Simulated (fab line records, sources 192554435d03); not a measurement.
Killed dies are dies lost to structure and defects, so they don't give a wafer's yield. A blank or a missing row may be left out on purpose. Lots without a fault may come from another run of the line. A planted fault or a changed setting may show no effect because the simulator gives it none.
Which tool did it? | flow n5_finfet | 10 lots, 30 wafers sampled, at 5 steps of a route of 1938

WHAT THE GAUGES READ, wafer by wafer
N5_BEOL_M4_INSPECT_13: inspects for defects (brightfield).
lot  | measured     | on                | raw_defect_count
L954 | day 7 15:48  | defect_inspect-01 | 520 428 351
L957 | day 9 02:29  | defect_inspect-01 | 426 437 461
L961 | day 9 13:32  | defect_inspect-02 | 420 463 396
L964 | day 10 04:14 | defect_inspect-02 | 365 377 321
L965 | day 10 19:02 | defect_inspect-01 | 531 522 748
L969 | day 12 03:01 | defect_inspect-01 | 395 472 347
L970 | day 12 04:34 | defect_inspect-01 | 496 523 440
L973 | day 12 12:44 | defect_inspect-01 | 481 363 326
L975 | day 13 19:38 | defect_inspect-02 | 351 364 326
L976 | day 13 21:07 | defect_inspect-01 | 433 506 453

N5_BEOL_M4_RC_MEAS_101.
lot  | measured     | on        | DIBL_N (mV/V)  | DIBL_P (mV/V)  | IOFF_N (nA/um) | IOFF_P (nA/um) | ION_N (uA/um) | ION_P (uA/um) | SS_N (mV/dec)  | SS_P (mV/dec)  | VT_N (mV)   | VT_P (mV)
L954 | day 8 20:15  | prober-02 | 36.7 34.7 39.2 | 38.2 33.9 41.4 | 0.19 0.14 0.25 | 0.25 0.17 0.32 | 675 666 693   | 465 457 473   | 72.5 72.2 72.8 | 73.7 72.5 74.6 | 248 250 242 | -248.4 -252.9 -245.7
L957 | day 9 10:52  | prober-02 | 33.9 37.5 35.4 | 34.9 37.1 36.2 | 0.13 0.19 0.15 | 0.17 0.20 0.19 | 674 668 678   | 461 455 470   | 70.4 72.0 71.5 | 73.2 73.4 73.2 | 254 248 249 | -250.4 -251.0 -250.7
L961 | day 10 05:17 | prober-01 | 37.1 38.0 40.5 | 38.9 39.6 43.6 | 0.18 0.18 0.26 | 0.20 0.22 0.29 | 690 681 697   | 466 464 464   | 70.7 71.6 72.0 | 73.9 74.2 74.2 | 244 247 242 | -253.0 -252.3 -248.7
L964 | day 10 11:23 | prober-01 | 35.3 34.6 32.8 | 35.9 35.0 32.3 | 0.13 0.13 0.10 | 0.21 0.19 0.15 | 668 673 657   | 464 473 458   | 70.6 70.6 70.4 | 73.9 73.0 71.3 | 255 253 259 | -250.9 -252.9 -252.3
L965 | day 11 08:05 | prober-01 | 35.0 38.4 38.7 | 33.1 38.1 39.4 | 0.12 0.20 0.20 | 0.16 0.23 0.25 | 660 671 673   | 450 455 459   | 70.9 72.2 71.8 | 73.1 73.1 74.1 | 254 248 248 | -254.4 -248.3 -248.3
L969 | day 12 11:57 | prober-01 | 35.5 32.1 34.3 | 34.3 31.1 32.7 | 0.13 0.09 0.11 | 0.18 0.13 0.15 | 662 640 664   | 454 441 460   | 70.9 70.4 70.6 | 72.9 72.0 72.1 | 255 259 256 | -251.6 -256.4 -255.7
L970 | day 12 16:12 | prober-02 | 35.5 34.0 36.1 | 37.7 35.7 37.6 | 0.18 0.14 0.17 | 0.22 0.19 0.23 | 683 682 680   | 467 469 457   | 70.6 71.1 71.8 | 73.8 72.9 73.7 | 247 251 247 | -248.6 -251.5 -248.3
L973 | day 12 22:59 | prober-02 | 36.0 33.0 37.4 | 35.9 32.7 36.6 | 0.15 0.11 0.16 | 0.20 0.16 0.21 | 675 668 667   | 461 459 457   | 71.1 70.9 71.4 | 74.0 73.1 73.7 | 252 253 253 | -250.9 -252.0 -251.4
L975 | day 14 07:43 | prober-02 | 37.5 37.7 36.6 | 39.3 39.7 38.0 | 0.18 0.18 0.16 | 0.24 0.25 0.23 | 691 680 685   | 475 471 474   | 71.0 72.0 71.1 | 73.8 74.1 73.4 | 246 247 246 | -246.5 -247.2 -248.1
L976 | day 14 06:26 | prober-01 | 37.2 37.9 39.3 | 37.1 36.6 38.0 | 0.16 0.16 0.20 | 0.21 0.21 0.25 | 673 681 687   | 457 461 464   | 71.4 72.1 72.2 | 73.4 74.0 73.7 | 250 250 247 | -252.4 -252.9 -246.7

WHICH TOOL RAN EACH LOT (tool, then ch and the chambers of the sampled wafers, then the start)
lot  | N5_BEOL_M4_ETCH_63                 | N5_BEOL_M4_EXPOSE_25              | N5_BEOL_M4_DESCUM_33
L954 | rie_diel-06 ch 1,2, day 7 16:04    | euv_scanner-02 ch 0, day 7 16:55  | rie_diel-01 ch 0,1, day 7 17:11
L957 | rie_diel-01 ch 0,1,2, day 9 02:40  | euv_scanner-01 ch 0, day 9 03:13  | rie_diel-05 ch 0,1,2, day 9 03:42
L961 | rie_diel-05 ch 0,1,3, day 9 13:39  | euv_scanner-02 ch 0, day 9 14:20  | rie_diel-06 ch 0,1,3, day 9 14:36
L964 | rie_diel-06 ch 1,3, day 10 04:19   | euv_scanner-02 ch 0, day 10 04:53 | rie_diel-05 ch 0,2, day 10 05:09
L965 | rie_diel-06 ch 1,2,3, day 10 19:07 | euv_scanner-01 ch 0, day 10 19:47 | rie_diel-06 ch 1,2,3, day 10 20:04
L969 | rie_diel-06 ch 0,1,2, day 12 03:05 | euv_scanner-02 ch 0, day 12 03:39 | rie_diel-05 ch 2,3, day 12 03:56
L970 | rie_diel-01 ch 0,2,3, day 12 04:40 | euv_scanner-02 ch 0, day 12 05:19 | rie_diel-06 ch 0,2, day 12 05:34
L973 | rie_diel-06 ch 2,3, day 12 12:49   | euv_scanner-02 ch 0, day 12 13:23 | rie_diel-06 ch 0,3, day 12 13:40
L975 | rie_diel-06 ch 0,3, day 13 19:57   | euv_scanner-01 ch 0, day 13 20:38 | rie_diel-05 ch 0,1,3, day 13 20:59
L976 | rie_diel-06 ch 0,1,2, day 13 21:13 | euv_scanner-01 ch 0, day 13 21:50 | rie_diel-01 ch 0,1, day 13 22:06
- N5_BEOL_M4_ETCH_63: etches SiARC in CF4, target depth 15.6 nm, time 26 s.
- N5_BEOL_M4_EXPOSE_25: exposes mask V3, defocus 5 nm.
- N5_BEOL_M4_DESCUM_33: chemistry O2, time 7 s.

WHAT THE TOOLS THEMSELVES READ (means of the sampled wafers that have a number; where no wafer has one, the mark that the record gives instead)
N5_BEOL_M4_ETCH_63.
lot  | tool        | drypump_motor_current_A (A) | etch_rf_on_time_s (s) | oes_product_au (a.u.) | rf_vpp_V (V) | showerhead_plenum_p_Torr (Torr) | throttle_valve_pct (%)
L954 | rie_diel-06 | 5.5                         | 25.8                  | 0.63                  | 183.4        | 2.07                            | 15.88
L957 | rie_diel-01 | 5.4                         | 25.6                  | 0.67                  | 184.9        | 2.13                            | 15.49
L961 | rie_diel-05 | 6.0                         | 26.0                  | 0.65                  | 184.0        | 2.14                            | 15.70
L964 | rie_diel-06 | 5.1                         | 26.1                  | 0.61                  | 182.7        | 2.06                            | 15.98
L965 | rie_diel-06 | 5.6                         | 26.0                  | 0.68                  | 183.4        | 2.13                            | 15.73
L969 | rie_diel-06 | 5.7                         | 25.9                  | 0.69                  | 184.5        | 2.16                            | 15.69
L970 | rie_diel-01 | 5.5                         | 25.7                  | 0.71                  | 184.2        | 2.11                            | 15.43
L973 | rie_diel-06 | 6.2                         | 25.7                  | 0.80                  | 186.0        | 2.28                            | 15.35
L975 | rie_diel-06 | 5.5                         | 26.0                  | 0.72                  | 185.5        | 2.23                            | 15.57
L976 | rie_diel-06 | 5.7                         | 25.8                  | 0.67                  | 183.8        | 2.16                            | 15.72

N5_BEOL_M4_EXPOSE_25.
lot  | tool           | exposure_dose_mJ_cm2
L954 | euv_scanner-02 | 62.92
L957 | euv_scanner-01 | 62.75
L961 | euv_scanner-02 | 62.82
L964 | euv_scanner-02 | 62.92
L965 | euv_scanner-01 | 62.82
L969 | euv_scanner-02 | 62.87
L970 | euv_scanner-02 | 64.98
L973 | euv_scanner-02 | 63.94
L975 | euv_scanner-01 | 62.93
L976 | euv_scanner-01 | 62.80

N5_BEOL_M4_DESCUM_33.
lot  | tool        | drypump_motor_current_A (A) | o2_flow_sccm (sccm) | oes_product_au (a.u.) | rf_vpp_V (V) | showerhead_plenum_p_Torr (Torr) | throttle_valve_pct (%)
L954 | rie_diel-01 | 5.0                         | 225.0               | 0.76                  | 243.5        | 2.06                            | 20.37
L957 | rie_diel-05 | 5.8                         | 224.4               | 0.75                  | 242.7        | 2.09                            | 20.32
L961 | rie_diel-06 | 5.3                         | 226.2               | 0.73                  | 242.4        | 2.02                            | 20.60
L964 | rie_diel-05 | 5.9                         | 224.9               | 0.91                  | 243.0        | 2.08                            | 20.11
L965 | rie_diel-06 | 5.6                         | 224.5               | 0.79                  | 242.5        | 2.07                            | 20.49
L969 | rie_diel-05 | 5.7                         | 225.5               | 0.84                  | 244.3        | 2.14                            | 20.25
L970 | rie_diel-06 | 5.9                         | 224.6               | 0.82                  | 243.8        | 2.13                            | 20.32
L973 | rie_diel-06 | 5.5                         | 225.0               | 0.81                  | 243.1        | 2.13                            | 20.41
L975 | rie_diel-05 | 5.9                         | 225.0               | 0.81                  | 243.4        | 2.07                            | 20.36
L976 | rie_diel-01 | 5.0                         | 225.0               | 0.74                  | 242.7        | 2.03                            | 20.56

THE ANSWER, worked out from the rows above alone
Rule: what is usual is taken from the lots themselves. Put in order of their means at a reading, lots are off if they are a third of the lots or fewer, leave a main group of 4 or more, and stand apart from it by a gap of 3 or more times the standard deviation of the main group's means; of several such gaps the widest counts. A main group whose means are all the same, to the digits that the tables above print for the reading, isn't used. A lot without any number at a reading at which 4 lots or more have one is off too. The other lots that the step has rows for count as sound. The gauges are gone through in route order, then the tools' own readings, and for those a lot's mean is taken as printed above. The first step at which some lot is off is used, and at that step the reading that is off furthest; a lot without a number counts as furthest.
Off: L970, L973, at N5_BEOL_M4_EXPOSE_25 (exposure_dose_mJ_cm2). The main group: mean 62.85, standard deviation 0.062.
A tool fits if, at that step or a process step before it, it ran every lot that is off, and no sound lot after the first of them. One fits: euv_scanner-02 at N5_BEOL_M4_EXPOSE_25. Its last sound lot is L969 (day 12 03:39), its first lot that is off L970 (day 12 05:19): a fault that began between those two fits.
The tool's own readings at N5_BEOL_M4_EXPOSE_25 bear it out: on the lots that are off they differ by more than 5 times the standard deviation of the sound lots' means. exposure_dose_mJ_cm2 reads 64.46 there against 62.85 on the sound lots.

WHAT THE SIMULATOR HAD PUT IN
Process parameter drift: euv_scanner-02, from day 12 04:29 on, at N5_BEOL_M4_EXPOSE_25. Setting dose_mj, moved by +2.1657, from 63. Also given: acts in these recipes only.
Lots struck among those shown: L970, L973. The rule above found the same.
